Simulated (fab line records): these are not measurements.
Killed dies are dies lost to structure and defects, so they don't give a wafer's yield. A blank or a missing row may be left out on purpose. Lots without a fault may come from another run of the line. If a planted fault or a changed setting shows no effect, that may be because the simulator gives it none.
What tool caused it? / flow n5 finfet / 72 wafers from 24 lots sampled at 3 of the route's 1938 steps

## WHAT THE GAUGES READ, wafer by wafer
N5_BEOL_M9_CD_MEAS_28: the cd target is 70 nm. Usual: cd nm at 69.96 nm, with a standard deviation of 0.25.
lot=L075; measured=day 12 10:49; on=cd sem-03; cd nm (nm)=70.06 69.56 69.85; flag=
lot=L076; measured=day 12 20:15; on=cd sem-03; cd nm (nm)=69.84 69.70 69.52; flag=
lot=L074; measured=day 12 20:13; on=cd sem-01; cd nm (nm)=69.46 69.59 69.84; flag=
lot=L078; measured=day 12 23:22; on=cd sem-03; cd nm (nm)=69.94 70.05 70.03; flag=
lot=L077; measured=day 13 09:02; on=cd sem-01; cd nm (nm)=70.21 69.63 69.71; flag=
lot=L079; measured=day 13 13:04; on=cd sem-01; cd nm (nm)=69.63 69.55 69.85; flag=
lot=L081; measured=day 14 08:51; on=cd sem-03; cd nm (nm)=69.93 69.72 70.28; flag=
lot=L084; measured=day 14 18:50; on=cd sem-02; cd nm (nm)=69.98 70.27 70.08; flag=
lot=L082; measured=day 15 00:50; on=cd sem-01; cd nm (nm)=69.73 69.90 70.05; flag=
lot=L080; measured=day 15 09:05; on=cd sem-02; cd nm (nm)=69.78 69.88 70.27; flag=
lot=L083; measured=day 15 09:08; on=cd sem-03; cd nm (nm)=70.05 69.65 69.74; flag=
lot=L087; measured=day 15 13:53; on=cd sem-02; cd nm (nm)=69.94 69.82 69.89; flag=
lot=L085; measured=day 16 03:11; on=cd sem-01; cd nm (nm)=69.92 69.91 70.10; flag=
lot=L088; measured=day 16 06:40; on=cd sem-02; cd nm (nm)=69.84 69.97 70.10; flag=
lot=L090; measured=day 17 04:06; on=cd sem-02; cd nm (nm)=70.11 70.23 69.48; flag=
lot=L091; measured=day 17 04:16; on=cd sem-02; cd nm (nm)=70.20 69.85 69.84; flag=
lot=L089; measured=day 17 03:56; on=cd sem-01; cd nm (nm)=70.30 69.93 69.76; flag=
lot=L093; measured=day 17 06:56; on=cd sem-03; cd nm (nm)=70.16 69.93 69.76; flag=
lot=L086; measured=day 17 11:12; on=cd sem-02; cd nm (nm)=69.96 69.93 69.93; flag=
lot=L095; measured=day 17 11:09; on=cd sem-03; cd nm (nm)=70.21 70.03 69.48; flag=
lot=L092; measured=day 18 01:19; on=cd sem-02; cd nm (nm)=70.34 69.72 70.14; flag=
lot=L094; measured=day 18 02:17; on=cd sem-02; cd nm (nm)=70.18 70.00 69.84; flag=
lot=L097; measured=day 18 07:26; on=cd sem-03; cd nm (nm)=69.63 70.04 70.24; flag=
lot=L096; measured=day 18 09:40; on=cd sem-03; cd nm (nm)=69.99 70.09 70.33; flag=

N5_BEOL_M9_OVL_MEAS_29. Usual: for V8_OVL the level is -0.1 nm and the standard deviation is 0.55.
lot=L075; measured=day 12 10:52; on=overlay-01; V8_OVL (nm)=0.6 0.1 0.3; flag=
lot=L076; measured=day 12 20:17; on=overlay-01; V8_OVL (nm)=-0.3 0.2 0.2; flag=
lot=L074; measured=day 12 20:14; on=overlay-01; V8_OVL (nm)=0.7 -0.1 0.2; flag=
lot=L078; measured=day 12 23:23; on=overlay-01; V8_OVL (nm)=-0.9 -1.1 -1.4; flag=
lot=L077; measured=day 13 09:04; on=overlay-01; V8_OVL (nm)=-0.8 -0.1 0.1; flag=
lot=L079; measured=day 13 13:07; on=overlay-01; V8_OVL (nm)=0.3 0.3 0.2; flag=
lot=L081; measured=day 14 08:53; on=overlay-01; V8_OVL (nm)=-0.2 -0.1 0.9; flag=
lot=L084; measured=day 14 18:52; on=overlay-02; V8_OVL (nm)=-0.8 -0.1 0.6; flag=
lot=L082; measured=day 15 00:53; on=overlay-01; V8_OVL (nm)=-0.3 -0.6 -1.3; flag=
lot=L080; measured=day 15 09:07; on=overlay-02; V8_OVL (nm)=-0.6 -0.2 -0.5; flag=
lot=L083; measured=day 15 09:10; on=overlay-02; V8_OVL (nm)=-0.8 -0.6 -0.6; flag=
lot=L087; measured=day 15 13:55; on=overlay-02; V8_OVL (nm)=-0.3 -0.5 -0.3; flag=
lot=L085; measured=day 16 03:13; on=overlay-01; V8_OVL (nm)=-1.5 -0.3 0.0; flag=
lot=L088; measured=day 16 06:42; on=overlay-01; V8_OVL (nm)=-0.1 -0.1 0.1; flag=
lot=L090; measured=day 17 04:08; on=overlay-02; V8_OVL (nm)=0.4 -0.4 0.7; flag=
lot=L091; measured=day 17 04:18; on=overlay-02; V8_OVL (nm)=0.2 -0.7 0.7; flag=
lot=L089; measured=day 17 03:58; on=overlay-02; V8_OVL (nm)=0.2 -0.5 -1.6; flag=
lot=L093; measured=day 17 06:59; on=overlay-02; V8_OVL (nm)=0.5 -0.3 -0.8; flag=
lot=L086; measured=day 17 11:14; on=overlay-02; V8_OVL (nm)=0.1 0.3 1.5; flag=
lot=L095; measured=day 17 11:11; on=overlay-02; V8_OVL (nm)=0.1 0.3 -0.6; flag=
lot=L092; measured=day 18 01:21; on=overlay-02; V8_OVL (nm)=-0.5 0.0 -0.5; flag=
lot=L094; measured=day 18 02:19; on=overlay-02; V8_OVL (nm)=0.0 -0.3 -0.2; flag=
lot=L097; measured=day 18 07:29; on=overlay-02; V8_OVL (nm)=-0.3 0.5 0.1; flag=
lot=L096; measured=day 18 09:42; on=overlay-02; V8_OVL (nm)=0.1 0.3 0.5; flag=

## EACH LOT AND THE TOOL THAT RAN IT (in order: tool; ch and the chambers of the sampled wafers; start)
lot=L075; N5_BEOL_M9_ETCH_62=rie diel-06 ch 2,3, day 12 09:55
lot=L076; N5_BEOL_M9_ETCH_62=rie diel-06 ch 0,1,2, day 12 18:35
lot=L074; N5_BEOL_M9_ETCH_62=rie diel-06 ch 1,2, day 12 18:51
lot=L078; N5_BEOL_M9_ETCH_62=rie diel-01 ch 1,3, day 12 22:29
lot=L077; N5_BEOL_M9_ETCH_62=rie diel-01 ch 0,1,2, day 13 07:16
lot=L079; N5_BEOL_M9_ETCH_62=rie diel-04 ch 2,3, day 13 11:20
lot=L081; N5_BEOL_M9_ETCH_62=rie diel-01 ch 0,1,3, day 14 07:35
lot=L084; N5_BEOL_M9_ETCH_62=rie diel-04 ch 1,2,3, day 14 18:07
lot=L082; N5_BEOL_M9_ETCH_62=rie diel-06 ch 0,3, day 14 23:45
lot=L080; N5_BEOL_M9_ETCH_62=rie diel-04 ch 0,1, day 15 07:00
lot=L083; N5_BEOL_M9_ETCH_62=rie diel-01 ch 0,1,2, day 15 07:17
lot=L087; N5_BEOL_M9_ETCH_62=rie diel-01 ch 1,2,3, day 15 11:28
lot=L085; N5_BEOL_M9_ETCH_62=rie diel-04 ch 0,1,3, day 16 01:07
lot=L088; N5_BEOL_M9_ETCH_62=rie diel-01 ch 0,1,3, day 16 04:17
lot=L090; N5_BEOL_M9_ETCH_62=rie diel-01 ch 1,2,3, day 17 01:27
lot=L091; N5_BEOL_M9_ETCH_62=rie diel-06 ch 1,2,3, day 17 01:39
lot=L089; N5_BEOL_M9_ETCH_62=rie diel-01 ch 0,1,2, day 17 01:42
lot=L093; N5_BEOL_M9_ETCH_62=rie diel-01 ch 0,2,3, day 17 05:46
lot=L086; N5_BEOL_M9_ETCH_62=rie diel-04 ch 0,2,3, day 17 08:39
lot=L095; N5_BEOL_M9_ETCH_62=rie diel-01 ch 1,2,3, day 17 09:21
lot=L092; N5_BEOL_M9_ETCH_62=rie diel-06 ch 1,2, day 17 21:06
lot=L094; N5_BEOL_M9_ETCH_62=rie diel-06 ch 0,1,3, day 18 01:08
lot=L097; N5_BEOL_M9_ETCH_62=rie diel-06 ch 0,1,2, day 18 06:31
lot=L096; N5_BEOL_M9_ETCH_62=rie diel-01 ch 0,1, day 18 08:11
- N5_BEOL_M9_ETCH_62: etches SOC in N2/H2, target depth 110 nm, overetch 22 nm, time 165 s.

## WHAT THE TOOLS THEMSELVES READ (means of the sampled wafers that have a number; where no wafer has one, the mark that the record gives instead)
N5_BEOL_M9_ETCH_62. Usual: drypump motor current A 6.0 A, standard deviation 0.35; oes product au 0.68 a.u., standard deviation 0.058; rf vpp V 523 V, standard deviation 3; showerhead plenum p Torr 2.51 Torr, standard deviation 0.11; throttle valve pct 17.8 %, standard deviation 0.31.
lot=L075; tool=rie diel-06; drypump motor current A (A)=5.9; oes product au (a.u.)=0.69; rf vpp V (V)=520; showerhead plenum p Torr (Torr)=2.42; throttle valve pct (%)=17.5; flag=
lot=L076; tool=rie diel-06; drypump motor current A (A)=5.6; oes product au (a.u.)=0.78; rf vpp V (V)=524; showerhead plenum p Torr (Torr)=2.56; throttle valve pct (%)=17.4; flag=
lot=L074; tool=rie diel-06; drypump motor current A (A)=5.5; oes product au (a.u.)=0.82; rf vpp V (V)=524; showerhead plenum p Torr (Torr)=2.60; throttle valve pct (%)=17.4; flag=
lot=L078; tool=rie diel-01; drypump motor current A (A)=6.3; oes product au (a.u.)=0.64; rf vpp V (V)=524; showerhead plenum p Torr (Torr)=2.58; throttle valve pct (%)=18.1; flag=
lot=L077; tool=rie diel-01; drypump motor current A (A)=6.1; oes product au (a.u.)=0.67; rf vpp V (V)=522; showerhead plenum p Torr (Torr)=2.47; throttle valve pct (%)=17.9; flag=
lot=L079; tool=rie diel-04; drypump motor current A (A)=5.7; oes product au (a.u.)=0.72; rf vpp V (V)=522; showerhead plenum p Torr (Torr)=2.51; throttle valve pct (%)=17.7; flag=
lot=L081; tool=rie diel-01; drypump motor current A (A)=6.2; oes product au (a.u.)=0.64; rf vpp V (V)=522; showerhead plenum p Torr (Torr)=2.48; throttle valve pct (%)=18.1; flag=
lot=L084; tool=rie diel-04; drypump motor current A (A)=5.8; oes product au (a.u.)=0.72; rf vpp V (V)=524; showerhead plenum p Torr (Torr)=2.54; throttle valve pct (%)=17.8; flag=
lot=L082; tool=rie diel-06; drypump motor current A (A)=6.2; oes product au (a.u.)=0.65; rf vpp V (V)=519; showerhead plenum p Torr (Torr)=2.37; throttle valve pct (%)=17.4; flag=
lot=L080; tool=rie diel-04; drypump motor current A (A)=6.1; oes product au (a.u.)=0.69; rf vpp V (V)=524; showerhead plenum p Torr (Torr)=2.56; throttle valve pct (%)=17.9; flag=
lot=L083; tool=rie diel-01; drypump motor current A (A)=6.1; oes product au (a.u.)=0.67; rf vpp V (V)=521; showerhead plenum p Torr (Torr)=2.46; throttle valve pct (%)=17.9; flag=
lot=L087; tool=rie diel-01; drypump motor current A (A)=6.2; oes product au (a.u.)=0.65; rf vpp V (V)=525; showerhead plenum p Torr (Torr)=2.56; throttle valve pct (%)=17.9; flag=
lot=L085; tool=rie diel-04; drypump motor current A (A)=5.8; oes product au (a.u.)=0.67; rf vpp V (V)=525; showerhead plenum p Torr (Torr)=2.56; throttle valve pct (%)=17.8; flag=
lot=L088; tool=rie diel-01; drypump motor current A (A)=6.1; oes product au (a.u.)=0.63; rf vpp V (V)=521; showerhead plenum p Torr (Torr)=2.47; throttle valve pct (%)=18.2; flag=
lot=L090; tool=rie diel-01; drypump motor current A (A)=6.2; oes product au (a.u.)=0.65; rf vpp V (V)=524; showerhead plenum p Torr (Torr)=2.55; throttle valve pct (%)=17.9; flag=
lot=L091; tool=rie diel-06; drypump motor current A (A)=5.8; oes product au (a.u.)=0.71; rf vpp V (V)=522; showerhead plenum p Torr (Torr)=2.49; throttle valve pct (%)=17.5; flag=
lot=L089; tool=rie diel-01; drypump motor current A (A)=6.1; oes product au (a.u.)=0.66; rf vpp V (V)=522; showerhead plenum p Torr (Torr)=2.46; throttle valve pct (%)=17.9; flag=
lot=L093; tool=rie diel-01; drypump motor current A (A)=6.2; oes product au (a.u.)=0.65; rf vpp V (V)=523; showerhead plenum p Torr (Torr)=2.52; throttle valve pct (%)=18.0; flag=
lot=L086; tool=rie diel-04; drypump motor current A (A)=5.6; oes product au (a.u.)=0.66; rf vpp V (V)=523; showerhead plenum p Torr (Torr)=2.51; throttle valve pct (%)=17.8; flag=
lot=L095; tool=rie diel-01; drypump motor current A (A)=6.2; oes product au (a.u.)=0.65; rf vpp V (V)=524; showerhead plenum p Torr (Torr)=2.55; throttle valve pct (%)=18.0; flag=
lot=L092; tool=rie diel-06; drypump motor current A (A)=5.5; oes product au (a.u.)=0.75; rf vpp V (V)=525; showerhead plenum p Torr (Torr)=2.58; throttle valve pct (%)=17.4; flag=
lot=L094; tool=rie diel-06; drypump motor current A (A)=6.0; oes product au (a.u.)=0.69; rf vpp V (V)=521; showerhead plenum p Torr (Torr)=2.45; throttle valve pct (%)=17.4; flag=
lot=L097; tool=rie diel-06; drypump motor current A (A)=5.6; oes product au (a.u.)=0.72; rf vpp V (V)=524; showerhead plenum p Torr (Torr)=2.54; throttle valve pct (%)=17.4; flag=
lot=L096; tool=rie diel-01; drypump motor current A (A)=6.1; oes product au (a.u.)=0.62; rf vpp V (V)=520; showerhead plenum p Torr (Torr)=2.40; throttle valve pct (%)=18.1; flag=

## THE ANSWER, worked out from the rows above alone
Rule: take the mean of a lot's wafers that have a number; if it is more than 3 standard deviations from the usual mean, the lot is off. A lot without any number at a reading at which 4 lots or more have one is off too. The other lots that the step has rows for count as sound. The gauges are gone through in route order, then the tools' own readings, and for those a lot's mean is taken as printed above. The first step at which some lot is off is used, and at that step the reading that is off furthest; a lot without a number counts as furthest.
No lot is off at any reading shown: from this, nothing can be told.

## WHAT WAS PUT IN BY THE SIMULATOR
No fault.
